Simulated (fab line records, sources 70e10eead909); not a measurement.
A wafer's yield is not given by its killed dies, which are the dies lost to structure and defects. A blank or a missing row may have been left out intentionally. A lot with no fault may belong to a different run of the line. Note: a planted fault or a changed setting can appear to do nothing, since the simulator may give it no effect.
fab line records	flow nandHarc
[record] lots = 11	wafers = 33	lastDay = 24
route steps=1159 shown A_ONON_D1@445 A_CHANNEL_HOLE_D1@460 END@1159
lots with no fault: from the same line, run without faults
startH: start of the lot's first displayed wafer, in hours after the record's first day	waitH: hours from the lot's prior step to this one	" repeats the value in the row above	L1.1+2: a single row standing in for several wafers	- no value, or no start was given	* or withheld: withheld	< > ~ a bound
route shown NAME@n: names a module that has steps shown in the file, with the first one's number in the route	usual: mean and standard deviation over wafers with no fault	same: alike in all rows	chamber/n: place in a boat	sites: each site's reading	_std_site: the values' standard deviation	_edge_site: the outer-site mean with the inner-site mean subtracted	radiusMm: how far each site lies from the wafer's centre	mask NAME#n: copy n	behind: the most recent tool/chamber to have shaped the wafer	hold: what put the lot on hold/how long, in hours/how the hold closed	device: whichever transistor did not switch (one of n, p or np)	end of line: tests of these same wafers at the route's end	a step without rows: its recipe alone	killed: dies lost to structure and defects at the first sort, not the wafer's yield	map: the dies of a wafer, with x for killed, . for not killed, _ for no die there
set.NAME: the setting the step ran with; set.NAME@STEP: the setting that earlier step ran with	model.NAME: the simulator's own value behind a step, which no gauge read
one table for each step of the route and one row for each wafer, over a sample of lots
services: the hour from which a tool's chamber was out of use, counted from the record's first day as startH (under 0 if before that day), plus the number of hours and why
[[steps]]
[step NHARC_A_ONON_D1_THK_MEAS_30]
[recipe] thkMeasGauge = ellipsometry
[usual] thkNm = 1001/7.9
lot.wafer	tool	chamber	startH	waitH	thkNm
L909.1	filmMetro-01	-	174.06	-	1005
L909.5	"	-	"	"	1003
L909.6	"	-	"	"	1005
L911.3	filmMetro-02	-	186.31	-	1013
L911.4	"	-	"	"	1012
L911.5	"	-	"	"	1012
L915.3	filmMetro-02	-	205.11	-	1002
L915.5	"	-	"	"	1003
L915.6	"	-	"	"	1003
L916.3	filmMetro-01	-	219.01	-	999
L916.4	"	-	"	"	1001
L916.6	"	-	"	"	1001
L917.2	filmMetro-02	-	219.01	-	1002
L917.3	"	-	"	"	1002
L917.6	"	-	"	"	1002
L918.1	filmMetro-01	-	219.03	-	1009
L918.2	"	-	"	"	1011
L918.5	"	-	"	"	1007
L920.1	filmMetro-02	-	244.28	-	986
L920.3	"	-	"	"	987
L920.4	"	-	"	"	986
L925.2	filmMetro-02	-	260.17	-	1012
L925.3	"	-	"	"	1013
L925.6	"	-	"	"	1013
L924.2	filmMetro-01	-	260.32	-	1003
L924.4	"	-	"	"	1004
L924.5	"	-	"	"	1006
L926.3	filmMetro-02	-	267.06	-	998
L926.4	"	-	"	"	995
L926.6	"	-	"	"	997
L931.1	filmMetro-02	-	309.67	-	1008
L931.4	"	-	"	"	1010
L931.6	"	-	"	"	1009
[step NHARC_A_CHANNEL_HOLE_D1_PEB_08]
[recipe] pebTempC = 100	pebTimeS = 65
lot.wafer	tool	chamber	startH	waitH
L909.1+5+6	lithoTrack-04	0	177.67	0.1
L911.3+4+5	lithoTrack-06	0	189.50	0.0
L915.3+5+6	lithoTrack-01	0	208.44	0.0
L916.3+4+6	lithoTrack-06	0	222.32	0.1
L917.2+3+6	lithoTrack-04	0	223.61	0.1
L918.1+2+5	lithoTrack-01	0	223.78	0.1
L920.1+3+4	lithoTrack-01	0	248.93	0.1
L925.2+3+6	lithoTrack-01	0	264.22	0.1
L924.2+4+5	lithoTrack-01	0	264.53	0.1
L926.3+4+6	lithoTrack-04	0	270.25	0.0
L931.1+4+6	lithoTrack-06	0	313.65	0.1
[step NHARC_A_CHANNEL_HOLE_D1_CD_MEAS_10]
[recipe] targetCdNm = 100	landingEnergyEv = 500
[usual] cdNm = 100.2/0.6
lot.wafer	tool	chamber	startH	waitH	cdNm
L909.1	cdSem-01	0	177.75	-	100.3
L909.5	"	0	"	"	100.7
L909.6	"	0	"	"	100.1
L911.3	cdSem-02	0	189.58	-	100.5
L911.4	"	0	"	"	99.9
L911.5	"	0	"	"	100.4
L915.3	cdSem-01	0	208.53	-	99.3
L915.5	"	0	"	"	99.5
L915.6	"	0	"	"	99.3
L916.3	cdSem-03	0	222.40	-	100.2
L916.4	"	0	"	"	99.9
L916.6	"	0	"	"	100.2
L917.2	cdSem-02	0	223.69	-	101.2
L917.3	"	0	"	"	100.6
L917.6	"	0	"	"	100.5
L918.1	cdSem-02	0	223.86	-	100.1
L918.2	"	0	"	"	99.8
L918.5	"	0	"	"	100.1
L920.1	cdSem-03	0	249.01	-	99.8
L920.3	"	0	"	"	100.1
L920.4	"	0	"	"	99.0
L925.2	cdSem-03	0	264.30	-	105.8
L925.3	"	0	"	"	106.2
L925.6	"	0	"	"	106.1
L924.2	cdSem-01	0	264.61	-	107.0
L924.4	"	0	"	"	106.7
L924.5	"	0	"	"	106.7
L926.3	cdSem-02	0	270.34	-	100.7
L926.4	"	0	"	"	101.3
L926.6	"	0	"	"	100.4
L931.1	cdSem-01	0	313.73	-	101.1
L931.4	"	0	"	"	100.5
L931.6	"	0	"	"	100.9
[step NHARC_A_CHANNEL_HOLE_D1_ETCH_22]
[recipe] biasV = 3000	sourceW = withheld	pressureMtorr = 20	timeS = 666.7	arFlowSccm = 375	c4f8FlowSccm = 89.3	o2FlowSccm = 35.7	tempC = -20	targetDepthA = 16000	chemistry = C4F8/O2/Ar
[usual] drypumpMotorCurrentA = 5.86/0.22	showerheadPlenumPTorr = 3.64/0.058	throttleValvePct = 32.155/0.009
lot.wafer	tool	chamber	startH	waitH	drypumpMotorCurrentA	rfHoursCounterH	showerheadPlenumPTorr	throttleValvePct
L909.1	harEtch-01	0	179.99	0.4	5.73	189	3.63	32.144
L909.5	"	0	"	"	5.74	-	3.63	32.156
L909.6	"	1	"	"	5.70	-	3.74	32.136
L911.3	harEtch-02	1	192.01	0.4	6.20	-	3.66	32.167
L911.4	"	0	"	"	5.80	-	3.58	32.146
L911.5	"	1	"	"	6.26	-	3.66	32.147
L915.3	harEtch-02	0	210.96	0.4	5.80	-	3.58	32.148
L915.5	"	0	"	"	5.82	-	3.58	32.153
L915.6	"	1	"	"	6.25	-	3.65	32.148
L916.4	harEtch-02	0	224.81	0.4	5.80	-	3.57	32.166
L916.3	"	1	"	"	6.21	-	3.65	32.152
L916.6	"	1	"	"	6.22	-	3.65	32.170
L917.2	harEtch-01	1	226.11	0.4	5.69	211	3.73	32.151
L917.3	"	1	"	"	5.70	-	3.73	32.149
L917.6	"	0	"	"	5.70	-	3.62	32.160
L918.1	harEtch-02	0	228.78	0.4	5.80	125	3.57	32.155
L918.2	"	1	"	"	6.22	125	3.65	32.152
L918.5	"	0	"	"	5.79	-	3.57	32.149
L920.1	harEtch-02	0	254.67	0.4	5.80	136	3.56	32.157
L920.3	"	1	"	"	6.25	-	3.64	32.168
L920.4	"	0	"	"	5.80	-	3.57	32.151
L925.2	harEtch-02	1	266.52	0.4	6.21	142	3.64	32.156
L925.3	"	0	"	"	5.79	-	3.56	32.154
L925.6	"	1	"	"	6.25	-	3.64	32.172
L924.2	harEtch-01	0	269.72	0.4	5.72	234	3.60	32.152
L924.4	"	1	"	"	5.69	-	3.72	32.157
L924.5	"	0	"	"	5.71	-	3.60	32.150
L926.3	harEtch-02	0	272.79	0.4	5.79	-	3.56	32.160
L926.4	"	1	"	"	6.23	-	3.64	32.146
L926.6	"	1	"	"	6.23	-	3.64	32.149
L931.1	harEtch-02	0	315.99	0.4	5.81	161	3.55	32.150
L931.4	"	1	"	"	6.23	-	3.63	32.173
L931.6	"	1	"	"	6.24	-	3.63	32.151
[step NHARC_A_CHANNEL_HOLE_D1_ETCH_23]
[recipe] biasV = 5000	sourceW = withheld	pressureMtorr = 20	timeS = 819	arFlowSccm = 375	c4f8FlowSccm = 89.3	o2FlowSccm = 35.7	tempC = -20	targetDepthA = 16000	chemistry = C4F8/O2/Ar
[usual] drypumpMotorCurrentA = 5.86/0.22	showerheadPlenumPTorr = 3.64/0.058	throttleValvePct = 32.155/0.0093
lot.wafer	tool	chamber	startH	waitH	drypumpMotorCurrentA	rfHoursCounterH	showerheadPlenumPTorr	throttleValvePct
L909.1	harEtch-01	0	180.56	0.5	5.72	190	3.63	32.154
L909.5	"	0	"	"	5.70	-	3.63	32.136
L909.6	"	1	"	"	5.69	-	3.74	32.164
L911.3	harEtch-02	1	192.61	0.5	6.21	-	3.66	32.150
L911.4	"	0	"	"	5.79	-	3.58	32.138
L911.5	"	1	"	"	6.25	-	3.66	32.141
L915.3	harEtch-02	0	211.57	0.5	5.80	-	3.58	32.159
L915.5	"	0	"	"	5.80	-	3.58	32.144
L915.6	"	1	"	"	6.19	-	3.65	32.155
L916.4	harEtch-02	0	225.42	0.5	5.78	-	3.57	32.148
L916.3	"	1	"	"	6.25	-	3.65	32.174
L916.6	"	1	"	"	6.21	-	3.65	32.165
L917.2	harEtch-01	1	226.67	0.5	5.68	212	3.73	32.146
L917.3	"	1	"	"	5.68	-	3.73	32.142
L917.6	"	0	"	"	5.70	-	3.62	32.154
L918.1	harEtch-02	0	229.36	0.5	5.80	126	3.57	32.166
L918.2	"	1	"	"	6.26	126	3.65	32.143
L918.5	"	0	"	"	5.80	-	3.57	32.160
L920.1	harEtch-02	0	255.25	0.5	5.79	137	3.57	32.161
L920.3	"	1	"	"	6.26	-	3.64	32.153
L920.4	"	0	"	"	5.80	-	3.56	32.143
L925.2	harEtch-02	1	267.09	0.5	6.23	142	3.64	32.164
L925.3	"	0	"	"	5.81	-	3.56	32.156
L925.6	"	1	"	"	6.21	-	3.64	32.129
L924.2	harEtch-01	0	270.29	0.5	5.73	235	3.60	32.165
L924.4	"	1	"	"	5.70	-	3.72	32.160
L924.5	"	0	"	"	5.73	-	3.60	32.163
L926.3	harEtch-02	0	273.40	0.5	5.78	-	3.56	32.169
L926.4	"	1	"	"	6.19	-	3.64	32.164
L926.6	"	1	"	"	6.25	-	3.64	32.152
L931.1	harEtch-02	0	316.56	0.5	5.80	161	3.55	32.171
L931.4	"	1	"	"	6.22	-	3.63	32.152
L931.6	"	1	"	"	6.23	-	3.63	32.145
[step NHARC_A_CHANNEL_HOLE_D1_CD_MEAS_30]
[usual] cdNm = 90.3/1.5
lot.wafer	tool	chamber	startH	waitH	cdNm
L909.1	cdSem-03	-	184.67	-	89.9
L909.5	"	-	"	"	92.6
L909.6	"	-	"	"	92.3
L911.3	cdSem-02	-	196.46	-	88.1
L911.4	"	-	"	"	89.8
L911.5	"	-	"	"	90.1
L915.3	cdSem-02	-	215.43	-	89.2
L915.5	"	-	"	"	88.4
L915.6	"	-	"	"	89.0
L916.3	cdSem-02	-	229.28	-	90.8
L916.4	"	-	"	"	91.4
L916.6	"	-	"	"	89.2
L917.2	cdSem-01	-	231.21	-	89.9
L917.3	"	-	"	"	90.4
L917.6	"	-	"	"	91.2
L918.1	cdSem-01	-	233.46	-	91.0
L918.2	"	-	"	"	89.7
L918.5	"	-	"	"	90.5
L920.1	cdSem-03	-	259.24	-	89.1
L920.3	"	-	"	"	89.4
L920.4	"	-	"	"	89.9
L925.2	cdSem-03	-	271.17	-	94.8
L925.3	"	-	"	"	96.5
L925.6	"	-	"	"	96.0
L924.2	cdSem-01	-	274.35	-	95.6
L924.4	"	-	"	"	95.9
L924.5	"	-	"	"	96.7
L926.3	cdSem-02	-	277.41	-	93.1
L926.4	"	-	"	"	90.0
L926.6	"	-	"	"	92.6
L931.1	cdSem-03	-	320.64	-	90.4
L931.4	"	-	"	"	91.3
L931.6	"	-	"	"	90.0
[step NHARC_A_CHANNEL_HOLE_D1_XSEM_31]
[recipe] landingEnergyEv = 35000
[usual] botCdNm = 74.9/1.5	bowNm = 8.7/0.32	tiltDeg = 0.07/0.032
lot.wafer	tool	chamber	startH	waitH	botCdNm	bowNm	tiltDeg
L909.1	xsem-01	0	184.76	0.1	74.3	8.6	0.02
L909.5	"	0	"	"	76.6	8.6	0.02
L909.6	"	0	"	"	77.3	8.5	0.02
L911.3	xsem-02	0	196.55	0.1	74.3	9.5	0.09
L911.4	"	0	"	"	75.1	9.6	0.09
L911.5	"	0	"	"	75.3	9.5	0.09
L915.3	xsem-02	0	215.53	0.1	74.1	9.0	0.05
L915.5	"	0	"	"	73.2	8.9	0.05
L915.6	"	0	"	"	74.9	8.9	0.05
L916.3	xsem-01	0	229.39	0.1	76.1	8.9	0.09
L916.4	"	0	"	"	75.8	8.9	0.09
L916.6	"	0	"	"	74.0	8.8	0.09
L917.2	xsem-02	0	231.32	0.1	74.3	8.6	0.04
L917.3	"	0	"	"	74.5	8.7	0.04
L917.6	"	0	"	"	74.9	8.7	0.04
L918.1	xsem-01	0	233.54	0.1	75.6	8.6	0.07
L918.2	"	0	"	"	74.5	8.5	0.07
L918.5	"	0	"	"	75.4	8.6	0.07
L920.1	xsem-02	0	259.34	0.1	74.7	8.8	0.07
L920.3	"	0	"	"	74.0	8.9	0.07
L920.4	"	0	"	"	75.0	8.9	0.07
L925.2	xsem-01	0	271.26	0.1	78.9	8.2	0.08
L925.3	"	0	"	"	80.4	8.2	0.08
L925.6	"	0	"	"	80.9	8.1	0.08
L924.2	xsem-02	0	274.45	0.1	78.7	8.5	0.05
L924.4	"	0	"	"	80.1	8.5	0.05
L924.5	"	0	"	"	80.5	8.7	0.05
L926.3	xsem-01	0	277.51	0.1	77.3	9.2	0.13
L926.4	"	0	"	"	75.1	9.2	0.13
L926.6	"	0	"	"	77.0	9.2	0.13
L931.1	xsem-02	0	320.73	0.1	75.8	8.7	0.07
L931.4	"	0	"	"	76.2	8.7	0.07
L931.6	"	0	"	"	75.1	8.7	0.07
[step NHARC_END_SORT_01]
[recipe] tempC = 25
[usual] killedAtArray = 28/11	killedAtOther = 0.6/0.85	killedAtPeriphery = 2.8/2.3	killedDies = 31/11	killedOpen = 3.1/1.6	killedShort = 2.0/1.4
[same] grossDies = 677
lot.wafer	tool	chamber	startH	waitH	killedAtArray	killedAtOther	killedAtPeriphery	killedDies	killedOpen	killedShort
L911.3	prober-02	0	457.14	3.1	11	2	2	15	2	1
L911.4	prober-02	0	457.95	3.4	15	1	2	18	3	1
L911.5	prober-02	0	458.76	3.7	14	1	0	15	0	1
L924.2	prober-02	0	544.57	2.8	24	1	1	26	6	2
L924.5	prober-02	0	546.95	3.7	30	0	3	33	4	1
L925.2	prober-01	0	544.60	2.8	28	2	6	36	2	2
L925.3	prober-01	0	545.41	3.1	38	0	4	42	4	2
L925.6	prober-01	0	547.82	4.0	20	1	7	28	3	3
L926.3	prober-02	0	553.13	3.1	12	0	5	17	3	2
L926.4	prober-02	0	553.92	3.4	13	0	4	17	4	3
L926.6	prober-02	0	555.52	4.0	11	0	6	17	7	1
// killed by level:class
L911.3 A_STAIRCASE:chamberFilmFlake=4 A_CHANNEL_FILL_D1:chamberFilmFlake=2 A_WL_FILL:chamberFilmFlake=2 THIN_TSV:chamberFilmFlake=2 P_GATE:geometricParticle:short=1 A_SOURCE_PLATE:geometricParticle:open=1 A_CONTACT:geometricParticle:open=1 P_GATE:chamberFilmFlake=1
L911.4 A_CHANNEL_HOLE_D1:chamberFilmFlake=3 A_WL_FILL:chamberFilmFlake=3 P_CONTACT:geometricParticle:open=2 A_CHANNEL_FILL_D1:chamberFilmFlake=2 A_STAIRCASE:chamberFilmFlake=2 A_CONTACT:chamberFilmFlake=2 A_CONTACT:geometricParticle:short=1 A_CONTACT:geometricParticle:open=1
L911.5 A_CHANNEL_HOLE_D1:chamberFilmFlake=6 A_STAIRCASE:chamberFilmFlake=4 A_CONTACT:chamberFilmFlake=3 A_WL_FILL:geometricParticle:short=1 THIN_TSV:chamberFilmFlake=1
L924.2 A_CHANNEL_HOLE_D1:chamberFilmFlake=14 A_M0:geometricParticle:open=4 A_CONTACT:chamberFilmFlake=2 P_GATE:geometricParticle:open=1 A_SGD_CUT:geometricParticle:short=1 A_M1:geometricParticle:open=1 STARTING-WAFER:geometricParticle:short=1 A_CHANNEL_FILL_D1:chamberFilmFlake=1
L925.2 A_SLIT:chamberFilmFlake=16 A_CONTACT:chamberFilmFlake=7 P_ZERO_WELL:chamberFilmFlake=5 A_CHANNEL_HOLE_D1:chamberFilmFlake=2 THIN_TSV:chamberFilmFlake=2 P_M0:geometricParticle:open=1 A_ONON_D1:geometricParticle:short=1 A_CONTACT:geometricParticle:open=1
L925.3 A_CONTACT:chamberFilmFlake=14 A_SLIT:chamberFilmFlake=11 A_CHANNEL_HOLE_D1:chamberFilmFlake=4 P_ZERO_WELL:chamberFilmFlake=3 A_STAIRCASE:chamberFilmFlake=3 A_BLC:geometricParticle:open=2 P_M2:geometricParticle:open=1 A_SOURCE_PLATE:geometricParticle:short=1
L924.5 A_CHANNEL_HOLE_D1:chamberFilmFlake=21 A_CONTACT:chamberFilmFlake=3 P_CONTACT:chamberFilmFlake=2 P_CONTACT:geometricParticle:open=1 A_CHANNEL_FILL_D1:geometricParticle:open=1 A_CHANNEL_FILL_D1:geometricParticle:short=1 A_CONTACT:geometricParticle:open=1 A_M0:geometricParticle:open=1
L925.6 A_SLIT:chamberFilmFlake=11 P_ZERO_WELL:chamberFilmFlake=3 A_WL_FILL:geometricParticle:short=2 A_CHANNEL_HOLE_D1:chamberFilmFlake=2 A_CONTACT:chamberFilmFlake=2 P_CONTACT:geometricParticle:open=1 P_M2:geometricParticle:open=1 A_CONTACT:geometricParticle:open=1
L926.3 A_CONTACT:chamberFilmFlake=4 A_ONON_D1:geometricParticle:open=2 P_BONDPAD:chamberFilmFlake=2 A_CHANNEL_HOLE_D1:chamberFilmFlake=2 P_M0:geometricParticle:open=1 A_CONTACT:geometricParticle:short=1 A_M1:geometricParticle:short=1 P_STI:chamberFilmFlake=1
L926.4 A_CHANNEL_HOLE_D1:chamberFilmFlake=6 A_WL_FILL:geometricParticle:short=2 A_CONTACT:chamberFilmFlake=2 P_CONTACT:geometricParticle:open=1 P_M0:geometricParticle:open=1 A_CONTACT:geometricParticle:open=1 A_CONTACT:geometricParticle:short=1 A_M0:geometricParticle:open=1
L926.6 A_CHANNEL_HOLE_D1:chamberFilmFlake=4 P_STI:chamberFilmFlake=3 P_M0:geometricParticle:open=2 P_BONDPAD:geometricParticle:open=1 A_ONON_D1:geometricParticle:short=1 A_ONON_D1:geometricParticle:open=1 A_SGD_CUT:geometricParticle:open=1 A_WL_FILL:geometricParticle:open=1
[[services]]
tool	chamber	startH	hours	kind
lithoTrack-01	-	268.00	7.0	pm
xsem-02	-	280.11	0.9	repair
lithoTrack-06	-	292.00	7.0	pm
xsem-02	-	302.00	14.0	pm
harEtch-02	-	303.85	1.7	repair
harEtch-01	-	305.00	17.0	pm
harEtch-01	0	305.00	17.0	ventCycle
harEtch-01	1	305.00	17.0	ventCycle
lithoTrack-04	-	316.00	7.0	pm
[[key]]
[firstSign] step = NHARC_A_CHANNEL_HOLE_D1_CD_MEAS_10	reading = cdNm	direction = up	sigmas = 10	usual = 100.2	struck = 106.4
[effect] step = NHARC_A_CHANNEL_HOLE_D1_CD_MEAS_30	reading = cdNm	direction = up	sigmas = 3.7	usual = 90.3	struck = 95.9
[effect] step = NHARC_A_CHANNEL_HOLE_D1_XSEM_31	reading = botCdNm	direction = up	sigmas = 3.2	usual = 74.9	struck = 79.9
metAt NHARC_A_CHANNEL_HOLE_D1_PEB_08
struckLots L924,L925
testerLeftOut L924,L925
notActingAt NHARC_A_ONON_D1_THK_MEAS_30,NHARC_A_CHANNEL_HOLE_D1_ETCH_22,NHARC_A_CHANNEL_HOLE_D1_ETCH_23
onsetBetween 248.93 264.22
[fault] kind = processParameterDrift	tool = lithoTrack-01	chamber = -	onsetH = 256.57	steps = NHARC_A_CHANNEL_HOLE_D1_PEB_08	channel = pebTimeS	offset = *	shape = step	endH = 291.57	actsIn = *	stated = *
// testerLeftOut: of these lots the tester's yield and bins aren't shown, on N5 and GAA mostly nor the transistor test; their killed dies are dies lost to structure and defects alone, not to doping, threshold or leakage, so they don't give the yield
